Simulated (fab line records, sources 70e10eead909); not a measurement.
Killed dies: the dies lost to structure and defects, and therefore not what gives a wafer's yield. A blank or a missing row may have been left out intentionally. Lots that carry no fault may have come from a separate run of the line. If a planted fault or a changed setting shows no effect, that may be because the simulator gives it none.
Matching of chambers -- flow nand_harc -- NHARC_P_M1_STRIP_18 on rie_diel-03: 4 sister chambers
The step strips in N2/H2. 4 wafers are shown with their chamber, then 12 later ones without.

## WAFERS WITH THEIR CHAMBER
wafer,chamber,drypump_motor_current_A (A)
L090.4,0,5.2
L090.5,2,6.0
L092.4,1,6.0
L092.6,3,6.1

## WAFERS WITH NO CHAMBER GIVEN
wafer,drypump_motor_current_A (A)
L094.3,5.9
L094.4,6.1
L094.5,5.9
L095.2,5.9
L095.4,6.1
L095.6,6.1
L096.1,5.9
L096.3,6.0
L096.6,5.9
L097.1,6.1
L097.4,5.2
L097.5,5.9

## THE CHAMBER EACH PASSED THROUGH
wafer,from the rows above,in truth
L094.3,can't be placed: 1 or 2 or 3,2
L094.4,can't be placed: 3 or 1 or 2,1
L094.5,can't be placed: 1 or 2 or 3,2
L095.2,can't be placed: 1 or 2 or 3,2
L095.4,can't be placed: 3 or 1 or 2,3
L095.6,can't be placed: 3 or 1 or 2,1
L096.1,can't be placed: 1 or 2 or 3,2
L096.3,can't be placed: 1 or 2 or 3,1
L096.6,can't be placed: 1 or 2 or 3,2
L097.1,can't be placed: 3 or 1 or 2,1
L097.4,0,0
L097.5,can't be placed: 1 or 2 or 3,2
Correctly placed: 1 of 12. Can't be placed from these rows: 11 (the true chamber is among the candidates in 11). 0 placed wrongly.
How it was worked out, from the rows above alone: a wafer's distance from a chamber is the root of the sum, over the readings, of the square of ((its reading less the chamber's mean) divided by the reading's scatter). The wafer belongs to the nearest chamber; if the next one is less than 2 further off, it can't be placed. A chamber's mean is the mean of its shown wafers. The scatter: root of mean squared gap, hidden wafer to nearest shown wafer, with one shown wafer a chamber.
